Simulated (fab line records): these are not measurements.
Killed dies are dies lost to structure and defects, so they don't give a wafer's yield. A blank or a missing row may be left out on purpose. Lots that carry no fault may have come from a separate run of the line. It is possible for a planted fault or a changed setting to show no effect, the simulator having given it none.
Matching of chambers / flow nandHarc / NHARC_A_CHANNEL_FILL_D1_ETCHBACK_19 on rieSi-05: 4 sister chambers
The step etches the open film in HBr/Cl2, target depth 5 nm, time 1.7 s. 8 wafers are shown with their chamber, then 8 later ones without.

## WAFERS PAIRED WITH THEIR CHAMBERS
wafer=L080.1; chamber=1; drypumpMotorCurrentA (A)=5.4; oesProductAu (a.u.)=1.012
wafer=L082.2; chamber=3; drypumpMotorCurrentA (A)=5.3; oesProductAu (a.u.)=1.008
wafer=L082.4; chamber=2; drypumpMotorCurrentA (A)=5.8; oesProductAu (a.u.)=0.999
wafer=L082.6; chamber=3; drypumpMotorCurrentA (A)=5.3; oesProductAu (a.u.)=1.014
wafer=L083.1; chamber=1; drypumpMotorCurrentA (A)=5.4; oesProductAu (a.u.)=1.004
wafer=L083.3; chamber=0; drypumpMotorCurrentA (A)=5.9; oesProductAu (a.u.)=1.002
wafer=L083.4; chamber=2; drypumpMotorCurrentA (A)=5.8; oesProductAu (a.u.)=1.007
wafer=L085.1; chamber=0; drypumpMotorCurrentA (A)=5.8; oesProductAu (a.u.)=0.998

## WAFERS WHOSE CHAMBER IS MISSING
wafer=L085.3; drypumpMotorCurrentA (A)=5.3; oesProductAu (a.u.)=1.021
wafer=L085.6; drypumpMotorCurrentA (A)=5.3; oesProductAu (a.u.)=1.013
wafer=L086.3; drypumpMotorCurrentA (A)=5.4; oesProductAu (a.u.)=1.008
wafer=L086.4; drypumpMotorCurrentA (A)=5.3; oesProductAu (a.u.)=1.015
wafer=L086.6; drypumpMotorCurrentA (A)=5.8; oesProductAu (a.u.)=1.003
wafer=L093.2; drypumpMotorCurrentA (A)=5.3; oesProductAu (a.u.)=0.998
wafer=L093.4; drypumpMotorCurrentA (A)=5.8; oesProductAu (a.u.)=0.993
wafer=L093.5; drypumpMotorCurrentA (A)=5.3; oesProductAu (a.u.)=1.015

## WHICH CHAMBER EACH WENT THROUGH
wafer=L085.3; from the rows above=can't be placed: 3 or 1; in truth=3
wafer=L085.6; from the rows above=3; in truth=3
wafer=L086.3; from the rows above=1; in truth=1
wafer=L086.4; from the rows above=3; in truth=3
wafer=L086.6; from the rows above=can't be placed: 2 or 0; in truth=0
wafer=L093.2; from the rows above=can't be placed: 3 or 1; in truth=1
wafer=L093.4; from the rows above=can't be placed: 0 or 2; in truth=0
wafer=L093.5; from the rows above=3; in truth=3
4 of 8 placed correctly. Cannot be placed on the basis of these rows: 4; the candidates contain the true chamber in 4. Placed wrongly: 0.
How it was worked out, from the rows above alone: a wafer's distance from a chamber is the root of the sum, over the readings, of the square of ((its reading less the chamber's mean) divided by the reading's scatter). If the next closest chamber is less than 2 further off than the closest, the wafer can't be placed; otherwise it belongs to the closest. For every chamber, the mean is computed from those of its wafers that are shown. The scatter: take each reading less its chamber's mean, square it, sum over the shown wafers, divide by the number of wafers less the number of chambers, and take the root.
